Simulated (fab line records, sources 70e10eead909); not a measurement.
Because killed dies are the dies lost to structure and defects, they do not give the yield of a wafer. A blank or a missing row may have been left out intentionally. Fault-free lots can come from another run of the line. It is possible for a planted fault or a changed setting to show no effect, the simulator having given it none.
Matching of chambers ; flow nandHarc ; NHARC_HYBRID_BOND_ACTIVATE_00 on rieDiel-01: 4 sister chambers
The step chemistry N2, time 60 s. 14 wafers are shown with their chamber, then 7 later ones without.

WAFERS, EACH WITH ITS CHAMBER
wafer;chamber;showerheadPlenumPTorr (Torr);rfVppV (V);n2FlowSccm (sccm)
L078.3;1;1.65;63.6;199.6
L078.4;2;1.78;65.1;200.8
L078.5;2;1.78;64.1;199.7
L079.2;0;1.83;64.3;199.7
L079.3;2;1.78;64.6;200.2
L079.5;1;1.65;62.3;199.6
L082.2;1;1.65;63.8;199.2
L082.3;2;1.78;64.9;199.1
L082.6;2;1.78;63.9;200.1
L084.1;3;1.83;64.8;199.7
L084.4;1;1.65;63.3;199.4
L084.6;1;1.65;63.1;199.8
L090.1;3;1.83;64.2;200.3
L090.3;2;1.77;62.6;200.1

SIGNATURES (means of the wafers above)
reading;chamber 0;chamber 1;chamber 2;chamber 3;scatter within a chamber
showerheadPlenumPTorr;1.8300;1.6500;1.7783;1.8300;0.00289
rfVppV;64.300;63.220;64.200;64.500;0.752
n2FlowSccm;199.700;199.520;200.000;200.000;0.446
Rule: a wafer's distance from a chamber is the root of the sum, over the readings, of the square of ((its reading less the chamber's mean) divided by the reading's scatter). The wafer belongs to the nearest chamber; if the next one is less than 2 further off, it can't be placed. The scatter: the root of (the sum of the squares of (reading less its chamber's mean) over the shown wafers, divided by (wafers less chambers)).

WAFERS MISSING THEIR CHAMBER
wafer;showerheadPlenumPTorr (Torr);rfVppV (V);n2FlowSccm (sccm)
L090.6;1.77;63.6;201.1
L091.2;1.77;64.0;199.1
L091.4;1.64;63.4;200.2
L091.6;1.77;63.6;199.8
L097.3;1.82;64.5;200.3
L097.4;1.77;63.2;200.1
L097.6;1.77;63.9;198.6

THE CHAMBER EACH PASSED THROUGH
wafer;from the rows above;in truth
L090.6;2;2
L091.2;2;2
L091.4;1;1
L091.6;2;2
L097.3;can't be placed: 3 or 0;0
L097.4;2;2
L097.6;2;2
6 of 7 placed correctly. These rows do not allow placing 1 (true chamber among the candidates in 1). Wrongly placed: 0.
